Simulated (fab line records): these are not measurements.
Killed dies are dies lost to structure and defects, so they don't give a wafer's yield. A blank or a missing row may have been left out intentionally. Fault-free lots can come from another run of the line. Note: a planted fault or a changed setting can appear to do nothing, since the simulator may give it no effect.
Commonality check across tools / flow nand-harc / 14 lots, 48 wafers sampled

## REASON FOR OPENING
On 2 of the 14 lots, a flag is raised at NHARC_A_ONON_D2_THK_MEAS_02 on the reading thk-nm. Wafers without a fault read 1002 nm, standard deviation 8.3.
Rule: a lot gets a flag if all its wafers with a number sit over 4 standard deviations from that mean, or if no wafer of it has a number. The rest of the lots are taken to be sound.

lot=L394; measured=day 12 05:53; on=film-metro-02; thk-nm (nm), wafer by wafer=992 992 994; flag=
lot=L395; measured=day 12 19:13; on=film-metro-02; thk-nm (nm), wafer by wafer=996 993 994; flag=
lot=L396; measured=day 13 16:55; on=film-metro-02; thk-nm (nm), wafer by wafer=994 995 995; flag=
lot=L404; measured=day 16 15:00; on=film-metro-01; thk-nm (nm), wafer by wafer=546 547 547 547 546 547; flag=FLAGGED
lot=L403; measured=day 16 15:21; on=film-metro-01; thk-nm (nm), wafer by wafer=532 534 532 531 534 535; flag=FLAGGED
lot=L406; measured=day 17 05:38; on=film-metro-01; thk-nm (nm), wafer by wafer=999 998 999; flag=
lot=L407; measured=day 17 22:53; on=film-metro-01; thk-nm (nm), wafer by wafer=1012 1010 1010; flag=
lot=L410; measured=day 19 05:47; on=film-metro-02; thk-nm (nm), wafer by wafer=1013 1016 1014; flag=
lot=L412; measured=day 19 16:52; on=film-metro-02; thk-nm (nm), wafer by wafer=1013 1010 1011; flag=
lot=L411; measured=day 19 16:52; on=film-metro-01; thk-nm (nm), wafer by wafer=1007 1005 1006; flag=
lot=L413; measured=day 20 09:34; on=film-metro-01; thk-nm (nm), wafer by wafer=984 985 983; flag=
lot=L415; measured=day 21 00:19; on=film-metro-01; thk-nm (nm), wafer by wafer=1017 1019 1019; flag=
lot=L414; measured=day 21 00:20; on=film-metro-02; thk-nm (nm), wafer by wafer=1007 1005 1004; flag=
lot=L417; measured=day 22 04:48; on=film-metro-01; thk-nm (nm), wafer by wafer=990 992 989; flag=
The numbers of the flagged lots are 540 nm on average: -462 nm against the usual, or -56 standard deviations.

## WHICH TOOL RAN EACH LOT
The record holds 1 process step before the reading, out of a route of 1302 steps. Every cell lists first the tool, next ch and the chambers used by the sampled wafers, and last the start.
lot=L394; flag=; NHARC_A_ONON_D2_DEP_00=pecvd-onon-03 ch 0, day 12 05:26
lot=L395; flag=; NHARC_A_ONON_D2_DEP_00=pecvd-onon-04 ch 0, day 12 18:46
lot=L396; flag=; NHARC_A_ONON_D2_DEP_00=pecvd-onon-02 ch 0, day 13 16:25
lot=L404; flag=FLAGGED; NHARC_A_ONON_D2_DEP_00=pecvd-onon-04 ch 0, day 16 14:36
lot=L403; flag=FLAGGED; NHARC_A_ONON_D2_DEP_00=pecvd-onon-04 ch 0, day 16 14:54
lot=L406; flag=; NHARC_A_ONON_D2_DEP_00=pecvd-onon-02 ch 0, day 17 05:14
lot=L407; flag=; NHARC_A_ONON_D2_DEP_00=pecvd-onon-02 ch 0, day 17 22:25
lot=L410; flag=; NHARC_A_ONON_D2_DEP_00=pecvd-onon-02 ch 0, day 19 05:27
lot=L412; flag=; NHARC_A_ONON_D2_DEP_00=pecvd-onon-02 ch 0, day 19 16:21
lot=L411; flag=; NHARC_A_ONON_D2_DEP_00=pecvd-onon-03 ch 0, day 19 16:21
lot=L413; flag=; NHARC_A_ONON_D2_DEP_00=pecvd-onon-02 ch 0, day 20 09:07
lot=L415; flag=; NHARC_A_ONON_D2_DEP_00=pecvd-onon-02 ch 0, day 20 23:59
lot=L414; flag=; NHARC_A_ONON_D2_DEP_00=pecvd-onon-03 ch 0, day 20 23:53
lot=L417; flag=; NHARC_A_ONON_D2_DEP_00=pecvd-onon-04 ch 0, day 22 04:17
What is done by these steps:
- NHARC_A_ONON_D2_DEP_00: target thk 1000 nm.
- NHARC_A_ONON_D2_THK_MEAS_02: measures by ellipsometry.

## FLAGGED AGAINST TOTAL, ONE TOOL AT A TIME (gauges that did the reading follow at the end)
step=NHARC_A_ONON_D2_DEP_00; tool=pecvd-onon-02; lots run=7; flagged=0; share of the flagged lots=none; sound lots run after its first flagged lot=-
step=NHARC_A_ONON_D2_DEP_00; tool=pecvd-onon-03; lots run=3; flagged=0; share of the flagged lots=none; sound lots run after its first flagged lot=-
step=NHARC_A_ONON_D2_DEP_00; tool=pecvd-onon-04; lots run=4; flagged=2; share of the flagged lots=all; sound lots run after its first flagged lot=1 (L417)
step=NHARC_A_ONON_D2_THK_MEAS_02; tool=film-metro-01; lots run=8; flagged=2; share of the flagged lots=all; sound lots run after its first flagged lot=6 (L406,L407,L411,L413,L415,L417)
step=NHARC_A_ONON_D2_THK_MEAS_02; tool=film-metro-02; lots run=6; flagged=0; share of the flagged lots=none; sound lots run after its first flagged lot=-

## WHAT IS ALLOWED BY THE TABLE
pecvd-onon-04 at NHARC_A_ONON_D2_DEP_00 and film-metro-01 at NHARC_A_ONON_D2_THK_MEAS_02 are the 2 rows of the table that ran each flagged lot.
- pecvd-onon-04 at NHARC_A_ONON_D2_DEP_00: 2 of its 4 lots flagged. Lots that were sound ran on it after the first flagged one (L417); a persistent fault on the entire tool would not allow that.
- film-metro-01 at NHARC_A_ONON_D2_THK_MEAS_02: 2 of its 8 lots flagged. Lots that were sound ran on it after the first flagged one (L406, L407, L411, L413, L415, L417); a persistent fault on the entire tool would not allow that.
None of the table's rows ran every flagged lot and, after the first, no sound lot.

## WHAT THE SIMULATOR HAD PUT IN
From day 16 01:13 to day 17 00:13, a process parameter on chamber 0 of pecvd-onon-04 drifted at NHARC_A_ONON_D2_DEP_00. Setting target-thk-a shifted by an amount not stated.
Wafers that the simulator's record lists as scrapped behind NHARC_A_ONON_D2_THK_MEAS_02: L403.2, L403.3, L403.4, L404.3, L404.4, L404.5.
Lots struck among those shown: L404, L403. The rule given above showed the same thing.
